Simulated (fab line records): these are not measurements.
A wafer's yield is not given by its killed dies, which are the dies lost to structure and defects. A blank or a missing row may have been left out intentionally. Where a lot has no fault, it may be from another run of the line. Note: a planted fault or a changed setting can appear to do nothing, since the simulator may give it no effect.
fab line records	flow nand-harc
record lots=15	wafers=45	last-day=33
route steps=1302 shown A_STAIRCASE@679
lots untouched by any fault: they come from a run of this same line in which no faults occurred
start-h: start of the lot's first displayed wafer, in hours after the record's first day	wait-h: hours from the lot's prior step to this one	" as in the row above	L1.1+2: a row that stands for several wafers	- no value, or no start was given	* or withheld: withheld	< > ~ a bound
route shown NAME@n: a module of which the file shows steps, and the number in the route of the first	usual: the fault-free wafers' mean and standard deviation	same: alike in all rows	chamber/n: place in a boat	sites: per-site readings	_std_site: the values' standard deviation	_edge_site: mean of outer sites minus mean of inner sites	radius-mm: for every site, how far away it sits from the centre of the wafer	mask NAME#n: copy n	behind: the most recent tool/chamber to have shaped the wafer	hold: the reason the lot was held/the length of the hold in hours/how it ended	device: which transistor (n, p or np) failed to switch	end of line: at the end of the route, the tests of the same wafers	for a step that has no rows: nothing shown but its recipe	killed: count of dies lost to structure and defects at first sort (not the wafer's yield)	map: the dies of a wafer, with x for killed, . for not killed, _ for no die there
set.NAME: the setting as run; set.NAME@STEP: as run at that earlier step	model.NAME: the simulator's own value behind a step, which no gauge read
the route's steps for a sample of lots (tables are steps, rows are wafers)
services: from which hour (start-h, from the record's first day; less than 0 if before it) a tool's chamber was out of use, for how many hours, and why
## steps
# step NHARC_A_STAIRCASE_TRIM_22
# recipe time-s=211.2	o2-flow-sccm=500	ar-flow-sccm=0	bias-w=0	chemistry=O2
# usual drypump-motor-current-A=5.7/0.37	oes-product-au=0.997/0.0082	rf-vpp-V=57.9/0.9	showerhead-plenum-p-Torr=3.55/0.16	throttle-valve-pct=17.035/0.0094
lot.wafer	tool	chamber	start-h	wait-h	drypump-motor-current-A	oes-product-au	rf-hours-counter-h	rf-vpp-V	showerhead-plenum-p-Torr	throttle-valve-pct
L707.3	rie-diel-13	2	-	-	6.0	0.998	5	59.5	3.74	17.041
L707.2	"	3	"	"	5.8	0.992	5	58.2	3.38	17.027
L707.6	"	1	"	"	5.3	1.011	-	57.3	3.63	17.021
L709.2	rie-diel-12	0	-	-	5.6	1.000	25	58.2	3.39	17.026
L709.4	"	0	"	"	5.6	0.988	-	57.5	3.39	17.040
L709.6	"	1	"	"	5.7	0.995	-	57.3	3.76	17.028
L708.2	rie-diel-12	3	-	-	5.0	0.982	29	60.2	3.76	17.047
L708.3	"	0	"	"	5.6	0.995	27	57.2	3.39	17.038
L708.5	"	3	"	"	5.0	0.998	-	58.5	3.76	17.027
L710.2	rie-diel-13	2	-	-	6.0	1.002	14	58.8	3.74	17.017
L710.4	"	3	"	"	5.9	1.003	14	55.5	3.38	17.038
L710.5	"	2	"	"	6.0	1.000	-	59.0	3.74	17.035
L711.2	rie-diel-12	3	-	-	5.0	0.994	33	58.6	3.76	17.034
L711.5	"	0	"	"	5.6	0.993	-	57.7	3.39	17.032
L711.6	"	1	"	"	5.7	1.002	-	57.3	3.75	17.038
L713.2	rie-diel-01	0	-	-	5.6	0.992	6	56.3	3.45	17.031
L713.1	"	1	"	"	5.4	1.000	8	58.5	3.77	17.041
L713.4	"	2	"	"	6.1	0.997	8	56.5	3.57	17.049
L714.3	rie-diel-01	2	-	-	6.1	0.982	12	58.8	3.57	17.032
L714.2	"	0	"	"	5.6	1.002	11	58.4	3.44	17.022
L714.5	"	3	"	"	5.8	1.006	-	57.7	3.37	17.034
L722.2	rie-diel-12	0	-	-	5.6	1.003	16	57.6	3.37	17.031
L722.1	"	3	"	"	5.0	1.000	15	57.9	3.74	17.045
L722.5	"	1	"	"	5.7	0.999	-	58.1	3.74	17.046
L723.3	rie-diel-12	1	-	-	5.7	1.000	15	58.6	3.74	17.034
L723.4	"	3	"	"	5.0	0.994	18	58.4	3.74	17.027
L723.6	"	1	"	"	5.7	0.990	-	58.0	3.74	17.020
L725.4	rie-diel-13	1	-	-	5.3	1.005	3	60.2	3.60	17.033
L725.1	"	3	"	"	5.9	0.999	5	58.4	3.35	17.048
L725.6	"	1	"	"	5.2	0.999	-	58.6	3.60	17.041
L726.1	rie-diel-13	2	-	-	6.0	0.984	4	57.6	3.71	17.034
L726.2	"	3	"	"	5.8	0.997	5	57.8	3.35	17.047
L726.6	"	2	"	"	6.0	0.990	-	58.7	3.71	17.032
L727.1	rie-diel-13	1	-	-	5.3	0.994	5	57.8	3.60	17.039
L727.2	"	3	"	"	5.9	1.004	7	56.8	3.35	17.035
L727.6	"	1	"	"	5.3	0.991	-	58.2	3.60	17.046
L728.2	rie-diel-12	2	-	-	5.9	1.004	33	56.4	3.35	17.029
L728.4	"	1	"	"	5.7	0.991	31	57.2	3.73	17.037
L728.5	"	3	"	"	5.0	1.003	-	57.6	3.73	17.045
L729.4	rie-diel-12	3	-	-	5.0	1.005	39	59.0	3.73	17.030
L729.2	"	0	"	"	5.6	1.009	43	57.7	3.36	17.033
L729.3	"	1	"	"	5.7	1.015	38	58.1	3.72	17.029
L730.1	rie-diel-01	3	-	-	5.8	0.998	7	57.5	3.34	17.041
L730.3	"	2	"	"	6.1	0.990	6	56.3	3.53	17.046
L730.6	"	0	"	"	5.6	1.006	-	59.6	3.42	17.040
# step NHARC_A_STAIRCASE_ETCH_25
# recipe target-depth-a=1000	time-s=40.5	ion-energy-ev=400	c4f8-flow-sccm=20	o2-flow-sccm=10	ar-flow-sccm=withheld	rf-w=600	bias-w=1000	chemistry=C4F8/O2
# usual oes-product-au=0.944/0.01	rf-vpp-V=896/5.6	run-length-s=61.6/0.34
lot.wafer	tool	chamber	start-h	wait-h	oes-product-au	rf-hours-counter-h	rf-vpp-V	run-length-s
L707.3	rie-diel-13	0	-	-	0.944	4	895	61.8
L707.2	"	2	"	"	0.946	5	903	61.7
L707.6	"	0	"	"	0.946	-	896	61.9
L709.4	rie-diel-12	1	-	-	0.932	32	905	62.0
L709.2	"	3	"	"	0.929	28	905	61.8
L709.6	"	1	"	"	0.940	-	904	61.9
L708.3	rie-diel-12	0	-	-	0.925	27	892	61.8
L708.2	"	1	"	"	0.938	34	903	62.2
L708.5	"	0	"	"	0.935	-	891	61.7
L710.2	rie-diel-13	3	-	-	0.953	14	890	61.9
L710.4	"	1	"	"	0.946	13	901	61.4
L710.5	"	3	"	"	0.954	-	890	61.5
L711.2	rie-diel-12	2	-	-	0.961	40	891	62.2
L711.5	"	2	"	"	0.951	-	891	62.0
L711.6	"	3	"	"	0.928	-	905	61.5
L713.1	rie-diel-01	0	-	-	0.949	7	893	62.0
L713.2	"	2	"	"	0.931	8	897	61.2
L713.4	"	3	"	"	0.954	6	890	61.1
L714.2	rie-diel-01	3	-	-	0.962	10	889	61.2
L714.3	"	0	"	"	0.942	11	894	62.0
L714.5	"	2	"	"	0.958	-	897	61.0
L722.1	rie-diel-12	1	-	-	0.939	14	903	61.8
L722.2	"	3	"	"	0.941	15	904	61.5
L722.5	"	1	"	"	0.943	-	903	62.0
L723.4	rie-diel-12	1	-	-	0.958	15	902	61.7
L723.3	"	3	"	"	0.959	18	904	62.3
L723.6	"	1	"	"	0.957	-	904	61.8
L725.4	rie-diel-13	0	-	-	0.942	5	894	62.2
L725.1	"	1	"	"	0.937	3	897	61.4
L725.6	"	2	"	"	0.939	-	903	61.6
L726.2	rie-diel-13	0	-	-	0.948	5	894	62.3
L726.1	"	1	"	"	0.959	4	899	61.3
L726.6	"	1	"	"	0.960	-	898	61.1
L727.1	rie-diel-13	1	-	-	0.939	5	898	61.5
L727.2	"	3	"	"	0.936	7	889	61.5
L727.6	"	1	"	"	0.937	-	900	61.1
L728.4	rie-diel-12	0	-	-	0.944	37	891	62.1
L728.2	"	2	"	"	0.954	33	890	62.2
L728.5	"	3	"	"	0.935	-	904	61.6
L729.4	rie-diel-12	0	-	-	0.956	44	890	61.6
L729.2	"	1	"	"	0.956	38	904	61.8
L729.3	"	2	"	"	0.961	38	889	61.9
L730.1	rie-diel-01	0	-	-	0.939	5	891	61.9
L730.3	"	1	"	"	0.959	4	904	61.4
L730.6	"	3	"	"	0.947	-	889	61.3
# step NHARC_A_STAIRCASE_ETCH_188
# recipe target-depth-a=1000	time-s=40.5	ion-energy-ev=400	c4f8-flow-sccm=20	o2-flow-sccm=10	ar-flow-sccm=withheld	rf-w=600	bias-w=1000	chemistry=C4F8/O2
# usual oes-product-au=0.942/0.017	rf-vpp-V=897/6.1	run-length-s=61.7/0.3
lot.wafer	tool	chamber	start-h	wait-h	oes-product-au	rf-hours-counter-h	rf-vpp-V	run-length-s
L707.3	rie-diel-12	1	365.67	-	0.943	31	905	61.7
L707.2	"	3	"	"	0.936	27	904	61.5
L707.6	"	0	"	"	0.937	-	891	61.6
L709.2	rie-diel-12	3	370.86	-	0.926	29	904	61.7
L709.4	"	1	"	"	0.924	34	905	62.0
L709.6	"	3	"	"	0.922	-	903	62.2
L708.3	rie-diel-13	2	373.52	-	0.934	11	902	61.6
L708.2	"	3	"	"	0.943	8	892	61.3
L708.5	"	1	"	"	0.930	-	898	61.1
L710.2	rie-diel-12	2	387.20	-	0.934	34	890	61.8
L710.5	"	2	"	"	0.927	-	892	62.3
L710.4	"	1	"	"	0.919	-	904	61.8
L711.2	rie-diel-12	3	406.71	-	0.921	36	904	73.6
L711.5	"	1	"	"	0.935	-	904	73.8
L711.6	"	2	"	"	0.928	-	890	61.9
L713.1	rie-diel-12	3	416.90	-	0.947	37	904	73.4
L713.4	"	0	"	"	0.962	41	889	62.2
L713.2	"	2	"	"	0.935	44	891	74.2
L714.3	rie-diel-12	3	432.84	-	0.941	42	904	61.7
L714.2	"	1	"	"	0.953	56	904	74.4
L714.5	"	3	"	"	0.940	-	904	73.8
L722.1	rie-diel-12	3	502.68	-	0.988	15	904	61.8
L722.2	"	2	"	"	0.991	13	889	62.2
L722.5	"	3	"	"	0.985	-	904	61.5
L723.3	rie-diel-12	2	514.01	-	0.940	17	889	62.1
L723.4	"	0	"	"	0.950	20	890	61.8
L723.6	"	1	"	"	0.951	-	903	61.8
L725.1	rie-diel-12	0	543.95	-	0.978	29	890	62.2
L725.4	"	1	"	"	0.969	23	903	61.8
L725.6	"	0	"	"	0.971	-	891	61.8
L726.1	rie-diel-01	2	545.04	-	0.939	56	896	62.0
L726.2	"	0	"	"	0.944	53	893	61.8
L726.6	"	2	"	"	0.933	-	897	61.4
L727.1	rie-diel-13	1	552.82	-	0.924	7	899	61.5
L727.2	"	2	"	"	0.922	7	903	61.9
L727.6	"	1	"	"	0.921	-	898	61.1
L728.4	rie-diel-13	3	573.02	-	0.924	18	889	61.5
L728.2	"	0	"	"	0.924	18	895	61.8
L728.5	"	3	"	"	0.935	-	890	61.5
L729.3	rie-diel-12	0	588.08	-	0.932	44	890	61.5
L729.4	"	1	"	"	0.936	38	901	61.8
L729.2	"	2	"	"	0.938	38	890	61.9
L730.1	rie-diel-13	3	588.21	-	0.965	21	889	61.5
L730.3	"	1	"	"	0.940	19	898	61.0
L730.6	"	0	"	"	0.955	-	895	61.7
# step NHARC_A_STAIRCASE_ETCH_197
# recipe target-depth-a=1000	time-s=40.5	ion-energy-ev=400	c4f8-flow-sccm=20	o2-flow-sccm=10	ar-flow-sccm=withheld	rf-w=600	bias-w=1000	chemistry=C4F8/O2
# usual oes-product-au=0.944/0.016	rf-vpp-V=896/5.6	run-length-s=61.7/0.31
lot.wafer	tool	chamber	start-h	wait-h	oes-product-au	rf-hours-counter-h	rf-vpp-V	run-length-s
L707.2	rie-diel-13	3	-	-	0.957	6	891	61.7
L707.3	"	0	"	"	0.978	4	897	61.9
L707.6	"	2	"	"	0.946	-	904	61.6
L709.2	rie-diel-01	3	-	-	0.975	51	890	61.5
L709.4	"	0	"	"	0.952	56	894	62.3
L709.6	"	2	"	"	0.956	-	897	61.5
L708.3	rie-diel-13	1	-	-	0.951	9	899	61.3
L708.2	"	0	"	"	0.946	7	894	62.1
L708.5	"	2	"	"	0.940	-	904	61.4
L710.2	rie-diel-12	2	-	-	0.935	34	891	62.4
L710.5	"	2	"	"	0.937	-	890	61.8
L710.4	"	0	"	"	0.929	-	890	61.8
L711.2	rie-diel-01	2	-	-	0.948	6	899	61.2
L711.5	"	0	"	"	0.967	-	892	61.8
L711.6	"	1	"	"	0.946	-	905	61.4
L713.2	rie-diel-12	2	-	-	0.949	44	890	61.9
L713.1	"	3	"	"	0.934	38	903	61.6
L713.4	"	0	"	"	0.944	41	891	61.8
L714.3	rie-diel-13	2	-	-	0.913	30	904	61.5
L714.2	"	0	"	"	0.926	28	896	61.9
L714.5	"	2	"	"	0.920	-	904	61.5
L722.1	rie-diel-12	2	-	-	0.917	14	891	61.9
L722.2	"	3	"	"	0.922	16	904	61.5
L722.5	"	3	"	"	0.913	-	904	61.4
L723.3	rie-diel-12	2	-	-	0.940	17	890	62.0
L723.4	"	1	"	"	0.950	16	904	61.7
L723.6	"	2	"	"	0.943	-	890	62.0
L725.1	rie-diel-12	1	-	-	0.956	24	903	61.9
L725.4	"	3	"	"	0.953	27	901	61.9
L725.6	"	2	"	"	0.953	-	891	62.0
L726.1	rie-diel-01	1	-	-	0.933	60	904	61.4
L726.2	"	3	"	"	0.941	51	890	61.2
L726.6	"	0	"	"	0.925	-	892	61.7
L727.1	rie-diel-13	0	-	-	0.942	9	892	62.0
L727.2	"	1	"	"	0.950	8	898	61.5
L727.6	"	3	"	"	0.942	-	889	61.7
L728.4	rie-diel-13	2	-	-	0.942	17	903	61.4
L728.2	"	3	"	"	0.942	19	889	61.7
L728.5	"	1	"	"	0.939	-	898	61.7
L730.1	rie-diel-01	2	-	-	0.956	7	895	61.1
L730.3	"	1	"	"	0.959	5	903	62.0
L730.6	"	3	"	"	0.985	-	890	61.4
L729.2	rie-diel-13	0	-	-	0.956	21	894	62.3
L729.4	"	1	"	"	0.957	19	899	61.5
L729.3	"	2	"	"	0.971	19	903	61.4
## services
tool	chamber	start-h	hours	kind
rie-diel-13	-	344.48	9.0	pm
rie-diel-12	0	351.65	-	clean
rie-diel-12	1	351.65	-	clean
rie-diel-12	2	351.65	-	clean
rie-diel-12	3	351.65	-	clean
rie-diel-12	0	351.70	2.4	repair
rie-diel-12	2	353.93	14.2	repair
rie-diel-01	-	375.63	1.0	repair
rie-diel-12	0	376.15	-	clean
rie-diel-12	1	376.15	-	clean
rie-diel-12	2	376.15	-	clean
rie-diel-12	3	376.15	-	clean
rie-diel-12	3	383.32	14.3	repair
rie-diel-01	-	383.76	9.0	pm
rie-diel-12	0	400.65	-	clean
rie-diel-12	-	445.52	9.0	pm
rie-diel-01	-	465.49	3.2	repair
rie-diel-13	2	474.44	1.7	repair
rie-diel-13	3	502.52	9.6	repair
rie-diel-12	1	503.09	6.9	repair
rie-diel-13	-	521.48	9.0	pm
rie-diel-12	2	533.18	1.2	repair
rie-diel-01	-	555.21	0.2	repair
rie-diel-01	-	560.76	9.0	pm
## key
first-sign step=NHARC_A_STAIRCASE_ETCH_188	reading=run-length-s	direction=up	sigmas=40	usual=*	struck=*
effect none on later readings
met-at NHARC_A_STAIRCASE_ETCH_188
struck-lots L711,L713,L714
struck-wafers L711.2,L711.5,L713.1,L713.2,L714.2,L714.5
later-rows-left-out L711.2,L711.5,L713.1,L713.2,L714.2,L714.5
sort-left-out L711.2,L711.5,L713.1,L713.2,L714.2,L714.5
tester-left-out L711,L713,L714
not-acting-at NHARC_A_STAIRCASE_TRIM_22,NHARC_A_STAIRCASE_ETCH_25,NHARC_A_STAIRCASE_ETCH_197
onset-between 387.20 406.71
fault kind=process-parameter-drift	tool=rie-diel-12	chamber=-	onset-h=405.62	steps=NHARC_A_STAIRCASE_ETCH_188	channel=time-s	offset=*	shape=step	end-h=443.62	scope=struck-wafers-only	acts-in=*	stated=*
# tester-left-out: of these lots the tester's yield and bins aren't shown, on N5 and GAA mostly nor the transistor test; their killed dies are dies lost to structure and defects alone, not to doping, threshold or leakage, so they don't give the yield
# sort-left-out: the simulated sort isn't trusted on such a fault, so these wafers' sort isn't shown, and their yield isn't known
# later-rows-left-out: the simulator's readings of these wafers behind a module that went badly wrong aren't trusted and aren't shown, but for the sort
